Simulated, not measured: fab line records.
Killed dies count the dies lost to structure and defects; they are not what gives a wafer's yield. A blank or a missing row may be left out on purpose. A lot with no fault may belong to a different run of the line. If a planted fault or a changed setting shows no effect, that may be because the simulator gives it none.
fab line records	flow nandHarc
[record] lots = 6	wafers = 18	lastDay = 24
route steps=1159 shown A_BLC@990 A_M0@994
lots with no fault: from the same line, run without faults
startH: start of the lot's first displayed wafer, in hours after the record's first day	waitH: time in hours since the lot's previous step	" the same as in the row above	L1.1+2: several wafers, shown together as one row	- either no value or no given start	* or withheld: withheld	< > ~ a bound
route shown NAME@n: names a module that has steps shown in the file, with the first one's number in the route	usual: mean/standard deviation of fault-free wafers	same: alike in all rows	chamber/n: place in a boat	sites: readings site by site	_std_site: the values' standard deviation	_edge_site: the outer-site mean with the inner-site mean subtracted	radiusMm: for every site, how far away it sits from the centre of the wafer	mask NAME#n: copy n	behind: the most recent tool/chamber to have shaped the wafer	hold: the reason the lot was held/the length of the hold in hours/how it ended	device: whichever transistor did not switch (one of n, p or np)	end of line: the same wafers' tests at the end of the route	a step with no rows: only its recipe	killed: at the first sort, the dies lost to defects and structure; wafer yield is something else	map: a wafer's dies, marking killed ones x, the rest . and places with no die _
set.NAME: the setting the step ran with; set.NAME@STEP: the setting that earlier step ran with	model.NAME: the simulator's own value behind a step, which no gauge read
lots at some steps of the route; a table a step, a row a wafer
services: when a tool's chamber went out of use (startH, in hours from the record's first day, below 0 if earlier), for how many hours, and the reason
[[steps]]
[step NHARC_A_BLC_CMP_25]
[recipe] tOverpolishS = 30	targetThkNm = 150
[usual] motorCurrentA = 11.8/0.81	overpolishRunS = 30.001/0.0098	timeToEndpointS = 30.6/2.3
lot.wafer	tool	chamber	startH	waitH	motorCurrentA	overpolishRunS	timeToEndpointS
L439.1	cmp-02	1	419.14	0.4	10.6	30.005	31.5
L439.2	"	2	"	"	10.8	29.992	31.2
L439.6	"	1	"	"	10.7	30.003	30.9
L449.3	cmp-03	3	474.70	0.4	11.7	30.007	30.3
L449.2	"	0	"	"	13.1	29.990	29.6
L449.6	"	2	"	"	11.0	29.999	28.1
L450.3	cmp-03	0	492.46	0.2	13.9	30.005	35.2
L450.5	"	0	"	"	14.0	29.990	33.2
L450.6	"	1	"	"	11.8	29.998	31.8
L452.3	cmp-02	3	506.36	0.3	12.3	30.003	29.3
L452.4	"	2	"	"	11.3	29.997	27.3
L452.6	"	0	"	"	12.7	30.007	28.5
L455.3	cmp-01	1	519.74	0.3	12.6	30.001	29.3
L455.2	"	2	"	"	12.0	29.997	28.8
L455.4	"	0	"	"	11.4	30.000	29.9
L456.2	cmp-03	2	524.59	0.4	10.9	29.998	29.0
L456.3	"	3	"	"	10.9	30.004	29.4
L456.6	"	2	"	"	10.5	30.001	27.2
[step NHARC_A_BLC_SRD_27]
[step NHARC_A_BLC_INSPECT_28]
[usual] rawDefectCount = 459/150
lot.wafer	tool	chamber	startH	waitH	rawDefectCount
L439.1	defectInspect-01	-	419.52	0.1	317
L439.2	"	-	"	"	429
L439.6	"	-	"	"	322
L449.2	defectInspect-02	-	475.05	0.1	477
L449.3	"	-	"	"	410
L449.6	"	-	"	"	592
L450.3	defectInspect-01	-	492.86	0.1	437
L450.5	"	-	"	"	633
L450.6	"	-	"	"	369
L452.3	defectInspect-01	-	506.76	0.1	287
L452.4	"	-	"	"	386
L452.6	"	-	"	"	437
L455.2	defectInspect-02	-	520.15	0.1	381
L455.3	"	-	"	"	297
L455.4	"	-	"	"	377
L456.2	defectInspect-02	-	524.97	0.1	596
L456.3	"	-	"	"	537
L456.6	"	-	"	"	540
[step NHARC_A_M0_DEP_00]
[recipe] targetThkA = 1500	targetThkNm = 150	tempC = withheld	pressureTorr = 5	flowSccm = 200	rfW = 600	material = SiOC
[step NHARC_A_M0_DEHYDRATE_01]
[recipe] tempC = 150	timeS = 120
[step NHARC_A_M0_HMDS_02]
[recipe] timeS = 30
[step NHARC_A_M0_COAT_33]
[recipe] tempC = 200	timeS = 65
[step NHARC_A_M0_COAT_03]
[recipe] spinRpm = 1500	resistThkNm = 90
[step NHARC_A_M0_SOFTBAKE_04]
[recipe] tempC = 105	timeS = 55
[step NHARC_A_M0_EBR_05]
[step NHARC_A_M0_EXPOSE_06]
[recipe] na = 1.35	targetCdNm = 80	doseMj = 83.25	maskId = A_M0
[step NHARC_A_M0_PEB_07]
[recipe] pebTempC = 100	pebTimeS = 65
[usual] exhaustPa = 45.1/0.89	heaterPowerTotalW = 156.6/0.39	plateTempC = 100.02/0.12
[same] pebTimeS = 65
lot.wafer	tool	chamber	startH	waitH	exhaustPa	heaterPowerTotalW	plateTempC
L439.1	lithoTrack-01	0	420.48	0.1	44.2	156.6	100.33
L439.2	"	0	"	"	44.1	156.1	99.97
L439.6	"	0	"	"	44.9	156.1	100.26
L449.2	lithoTrack-01	0	475.96	0.1	45.2	162.4	102.48
L449.3	"	0	"	"	45.5	162.3	102.38
L449.6	"	0	"	"	44.8	162.1	102.50
L450.3	lithoTrack-01	0	493.68	0.0	46.1	161.9	102.40
L450.5	"	0	"	"	44.8	161.3	102.32
L450.6	"	0	"	"	44.9	162.3	102.33
L452.3	lithoTrack-06	0	507.47	0.0	45.9	157.2	99.99
L452.4	"	0	"	"	45.9	156.1	99.89
L452.6	"	0	"	"	45.2	157.1	100.15
L455.2	lithoTrack-04	0	521.01	0.1	43.9	156.9	99.86
L455.3	"	0	"	"	45.1	156.6	99.86
L455.4	"	0	"	"	45.3	155.9	99.84
L456.2	lithoTrack-06	0	525.67	0.1	44.5	157.0	100.14
L456.3	"	0	"	"	44.4	156.9	100.08
L456.6	"	0	"	"	44.0	156.4	99.95
[step NHARC_A_M0_DEVELOP_08]
[recipe] developTimeS = 35	devTempC = 23
[step NHARC_A_M0_CD_MEAS_09]
[recipe] targetCdNm = 80	landingEnergyEv = 500
[usual] cdNm = 79.8/0.57
lot.wafer	tool	chamber	startH	waitH	cdNm
L439.1	cdSem-01	0	420.56	-	80.0
L439.2	"	0	"	"	79.8
L439.6	"	0	"	"	79.5
L449.2	cdSem-03	0	476.04	-	88.5
L449.3	"	0	"	"	88.0
L449.6	"	0	"	"	88.5
L450.3	cdSem-03	0	493.76	-	89.4
L450.5	"	0	"	"	88.8
L450.6	"	0	"	"	89.8
L452.3	cdSem-01	0	507.55	-	79.6
L452.4	"	0	"	"	78.8
L452.6	"	0	"	"	78.5
L455.2	cdSem-03	0	521.09	-	79.6
L455.3	"	0	"	"	79.5
L455.4	"	0	"	"	79.4
L456.2	cdSem-02	0	525.75	-	79.9
L456.3	"	0	"	"	81.0
L456.6	"	0	"	"	80.6
[step NHARC_A_M0_OVL_MEAS_10]
[recipe] pitchNm = 160
[usual] overlayXNm = 0.0/1	overlayYNm = 0.1/1.1
lot.wafer	tool	chamber	startH	waitH	overlayXNm	overlayYNm
L439.1	overlay-02	-	420.65	-	-0.4	1.0
L439.2	"	-	"	"	-0.7	1.5
L439.6	"	-	"	"	-0.2	1.1
L449.2	overlay-02	-	476.12	-	1.4	-0.2
L449.3	"	-	"	"	1.1	-0.6
L449.6	"	-	"	"	1.6	-0.1
L450.3	overlay-01	-	493.85	-	-0.6	0.4
L450.5	"	-	"	"	-0.8	0.5
L450.6	"	-	"	"	-1.0	0.4
L452.3	overlay-01	-	507.63	-	-0.8	1.2
L452.4	"	-	"	"	-0.9	1.5
L452.6	"	-	"	"	-0.9	1.6
L455.2	overlay-02	-	521.18	-	0.4	-0.4
L455.3	"	-	"	"	0.3	-1.1
L455.4	"	-	"	"	0.7	-0.5
L456.2	overlay-01	-	525.84	-	-0.8	1.0
L456.3	"	-	"	"	-0.5	0.7
L456.6	"	-	"	"	-0.1	1.0
[step NHARC_A_M0_INSPECT_11]
[usual] rawDefectCount = 31/16
lot.wafer	tool	chamber	startH	waitH	rawDefectCount
L439.1	defectInspect-01	-	420.68	0.0	16
L439.2	"	-	"	"	15
L439.6	"	-	"	"	17
L449.2	defectInspect-02	-	476.16	0.0	60
L449.3	"	-	"	"	43
L449.6	"	-	"	"	53
L450.3	defectInspect-01	-	493.88	0.0	52
L450.5	"	-	"	"	58
L450.6	"	-	"	"	36
L452.3	defectInspect-01	-	507.67	0.0	18
L452.4	"	-	"	"	19
L452.6	"	-	"	"	16
L455.2	defectInspect-01	-	521.21	0.0	66
L455.3	"	-	"	"	57
L455.4	"	-	"	"	48
L456.2	defectInspect-01	-	525.87	0.0	47
L456.3	"	-	"	"	32
L456.6	"	-	"	"	43
[step NHARC_A_M0_DESCUM_14]
[recipe] timeS = 3	o2FlowSccm = 200	arFlowSccm = 0	biasPowerW = 0	chemistry = O2
[usual] drypumpMotorCurrentA = 5.9/0.5	mfcArSccm = 0.013/0.012	oesProductAu = 1.002/0.0089	rfVppV = 57.7/0.92	showerheadPlenumPTorr = 1.91/0.059	throttleValvePct = 11.310/0.0093
[same] timeS = 3
lot.wafer	tool	chamber	startH	waitH	drypumpMotorCurrentA	mfcArSccm	oesProductAu	rfHoursCounterH	rfVppV	showerheadPlenumPTorr	throttleValvePct	model.A_M0.cdNm
L439.1	rieDiel-01	2	420.74	0.1	6.7	0	1.007	9	57.2	1.90	11.307	79.06
L439.2	"	0	"	"	6.7	0	1.007	9	58.4	2.03	11.323	79.65
L439.6	"	2	"	"	6.7	0	1.009	-	58.9	1.90	11.316	78.61
L449.2	rieDiel-09	3	476.25	0.1	5.8	0.011	0.991	3	57.3	1.85	11.331	88.88
L449.3	"	0	"	"	6.0	0	1.007	3	58.2	1.95	11.310	88.58
L449.6	"	1	"	"	5.3	0.031	1.002	-	56.4	1.95	11.316	88.79
L450.3	rieDiel-13	1	493.97	0.1	6.3	0.003	1.010	2	57.6	1.86	11.303	89.74
L450.6	"	1	"	"	6.3	0.003	0.993	-	58.6	1.86	11.321	90.25
L450.5	"	2	"	"	5.7	0.031	1.008	-	57.9	2.01	11.299	88.88
L452.3	rieDiel-09	3	507.74	0.1	5.7	0.011	0.986	5	57.9	1.85	11.306	79.16
L452.4	"	0	"	"	6.0	0	1.005	5	57.0	1.95	11.302	79.22
L452.6	"	2	"	"	5.9	0.026	0.992	-	56.9	1.87	11.308	79.05
L455.3	rieDiel-01	2	521.27	0.1	6.7	0	0.997	2	57.1	1.90	11.303	79.85
L455.4	"	3	"	"	5.2	0.013	1.013	1	57.8	1.92	11.314	79.27
L455.2	"	0	"	"	6.7	0	1.008	1	57.5	2.03	11.328	80.12
L456.3	rieDiel-01	2	525.93	0.1	6.8	0	1.008	2	58.8	1.90	11.320	80.87
L456.2	"	3	"	"	5.2	0.013	1.011	1	55.9	1.92	11.305	79.69
L456.6	"	3	"	"	5.2	0.013	1.010	-	58.0	1.92	11.322	80.86
[step NHARC_A_M0_ETCH_34]
[recipe] targetDepthA = 400	overetchA = 120	timeS = 43.94	ionEnergyEv = 200	n2FlowSccm = 150	h2FlowSccm = 150	arFlowSccm = 0	rfW = 400	biasW = 150	chemistry = N2/H2
[usual] drypumpMotorCurrentA = 5.9/0.49	mfcArSccm = 0.012/0.012	n2FlowSccm = 150.1/0.45	oesProductAu = 1.001/0.0077	rfVppV = 430.4/2.1	showerheadPlenumPTorr = 2.04/0.066	throttleValvePct = 14.173/0.0091
[same] timeS = 43.94
lot.wafer	tool	chamber	startH	waitH	drypumpMotorCurrentA	mfcArSccm	n2FlowSccm	oesProductAu	rfHoursCounterH	rfVppV	showerheadPlenumPTorr	throttleValvePct
L439.2	rieDiel-01	2	420.83	0.1	6.7	0	150.0	1.017	9	431.5	2.02	14.180
L439.1	"	3	"	"	5.2	0.013	150.2	1.007	7	431.9	2.05	14.167
L439.6	"	3	"	"	5.2	0.013	150.1	0.994	-	429.8	2.05	14.181
L449.3	rieDiel-09	0	476.34	0.1	6.0	0	149.9	0.999	3	431.6	2.08	14.169
L449.2	"	3	"	"	5.8	0.011	149.8	0.987	3	430.1	1.97	14.161
L449.6	"	0	"	"	6.0	0	149.6	1.000	-	430.4	2.08	14.154
L450.3	rieDiel-13	3	494.05	0.1	5.6	0.029	151.0	1.002	2	429.0	1.99	14.179
L450.5	"	3	"	"	5.6	0.029	150.3	1.004	-	429.0	1.99	14.183
L450.6	"	0	"	"	6.4	0	149.8	1.003	-	426.1	1.93	14.170
L452.4	rieDiel-09	3	507.81	0.1	5.7	0.011	149.8	0.988	5	428.4	1.97	14.187
L452.3	"	0	"	"	6.0	0	149.9	1.003	5	431.1	2.08	14.173
L452.6	"	3	"	"	5.8	0.011	149.4	0.994	-	429.1	1.97	14.163
L455.3	rieDiel-01	3	521.37	0.1	5.2	0.013	150.2	1.016	1	430.0	2.05	14.162
L455.4	"	0	"	"	6.7	0	150.4	1.009	1	433.6	2.17	14.184
L455.2	"	1	"	"	6.0	0.011	150.9	1.003	2	427.6	1.99	14.163
L456.2	rieDiel-01	0	526.03	0.1	6.7	0	149.8	1.006	2	434.1	2.17	14.169
L456.3	"	1	"	"	6.0	0.011	150.3	0.998	2	431.1	1.99	14.166
L456.6	"	2	"	"	6.7	0	149.9	0.999	-	429.4	2.02	14.171
[step NHARC_A_M0_ETCH_15]
[recipe] targetDepthA = 1500	overetchA = 150	timeS = 82.5	c4f8FlowSccm = withheld	arFlowSccm = 400	rfW = 600	biasW = 300	chemistry = C4F8/Ar
[usual] oesProductAu = 0.951/0.021	rfVppV = 440.7/2.2
[same] timeS = 82.5
lot.wafer	tool	chamber	startH	waitH	oesProductAu	rfHoursCounterH	rfVppV	model.A_M0.cdNm
L439.1	rieDiel-01	3	-	-	0.936	8	439.7	79.29
L439.2	"	0	"	"	0.919	9	443.6	79.53
L439.6	"	2	"	"	0.932	-	440.6	78.99
L449.3	rieDiel-09	3	-	-	0.961	3	438.3	88.61
L449.2	"	0	"	"	0.971	3	442.9	89.04
L449.6	"	3	"	"	0.969	-	438.9	88.92
L450.3	rieDiel-13	3	-	-	0.988	2	438.9	89.7
L450.5	"	1	"	"	0.958	-	438.3	88.58
L450.6	"	2	"	"	0.973	-	443.9	89.93
L452.3	rieDiel-09	3	-	-	0.959	5	440.5	78.92
L452.4	"	1	"	"	0.980	5	442.0	79.36
L452.6	"	0	"	"	0.973	-	443.0	79.11
L455.4	rieDiel-01	2	-	-	0.969	2	440.4	78.93
L455.3	"	0	"	"	0.976	1	443.9	79.81
L455.2	"	1	"	"	0.975	2	438.5	80.2
L456.3	rieDiel-01	2	-	-	0.927	2	439.9	81.25
L456.2	"	3	"	"	0.929	2	441.4	79.8
L456.6	"	2	"	"	0.935	-	440.1	80.79
[step NHARC_A_M0_CD_MEAS_16]
[usual] cdNm = 79.8/0.65
lot.wafer	tool	chamber	startH	waitH	cdNm
L439.1	cdSem-02	-	421.04	-	79.5
L439.2	"	-	"	"	79.8
L439.6	"	-	"	"	79.1
L449.2	cdSem-01	-	476.58	-	89.3
L449.3	"	-	"	"	88.7
L449.6	"	-	"	"	88.8
L450.3	cdSem-02	-	494.27	-	89.7
L450.5	"	-	"	"	88.7
L450.6	"	-	"	"	89.8
L452.3	cdSem-02	-	508.03	-	78.7
L452.4	"	-	"	"	79.4
L452.6	"	-	"	"	79.1
L455.2	cdSem-02	-	521.58	-	80.3
L455.3	"	-	"	"	79.4
L455.4	"	-	"	"	78.7
L456.2	cdSem-01	-	526.23	-	79.7
L456.3	"	-	"	"	81.3
L456.6	"	-	"	"	80.9
[[services]]
tool	chamber	startH	hours	kind
cmp-02	-	395.42	4.4	repair
cmp-03	-	395.85	4.0	pm
rieDiel-01	0	397.42	-	clean
rieDiel-01	1	397.42	-	clean
rieDiel-01	2	397.42	-	clean
rieDiel-01	3	397.42	-	clean
rieDiel-01	0	421.95	-	clean
rieDiel-01	1	421.95	-	clean
rieDiel-01	2	421.95	-	clean
rieDiel-01	3	421.95	-	clean
cmp-02	-	422.63	4.0	pm
rieDiel-09	-	431.12	9.0	pm
cmp-01	-	440.48	1.1	repair
lithoTrack-01	-	443.00	7.0	pm
rieDiel-13	-	453.00	9.0	pm
lithoTrack-06	-	467.00	7.0	pm
rieDiel-09	2	469.59	7.5	repair
cmp-01	-	473.65	4.0	pm
lithoTrack-04	-	491.00	7.0	pm
rieDiel-01	-	491.80	9.0	pm
cmp-03	-	493.85	4.0	pm
cmp-01	-	508.99	1.4	repair
rieDiel-09	1	515.57	5.7	repair
cmp-02	-	520.63	4.0	pm
[[key]]
[firstSign] step = NHARC_A_M0_PEB_07	reading = plateTempC	direction = up	sigmas = 19	usual = *	struck = *
[effect] step = NHARC_A_M0_PEB_07	reading = heaterPowerTotalW	direction = up	sigmas = 14	usual = *	struck = *
[effect] step = NHARC_A_M0_CD_MEAS_09	reading = cdNm	direction = up	sigmas = 16	usual = 79.8	struck = 88.8
[effect] step = NHARC_A_M0_CD_MEAS_16	reading = cdNm	direction = up	sigmas = 14	usual = 79.8	struck = 89.2
[modelEffect] step = NHARC_A_M0_DESCUM_14	value = A_M0.cdNm	without = 80.2	struck = 89.19
[modelEffect] step = NHARC_A_M0_ETCH_15	value = A_M0.cdNm	without = 80.14	struck = 89.13
metAt NHARC_A_M0_PEB_07
struckWafers L449.2,L449.3,L449.6,L450.3,L450.5,L450.6
sortLeftOut L449.2,L449.3,L449.6,L450.3,L450.5,L450.6
onsetBetween 420.48 475.96
[fault] kind = processParameterDrift	tool = lithoTrack-01	chamber = -	onsetH = 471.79	steps = NHARC_A_M0_PEB_07	channel = pebTempC	offset = *	shape = step	endH = 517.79	actsIn = *	stated = *
// sortLeftOut: the simulated sort isn't trusted on such a fault, so these wafers' sort isn't shown, and their yield isn't known
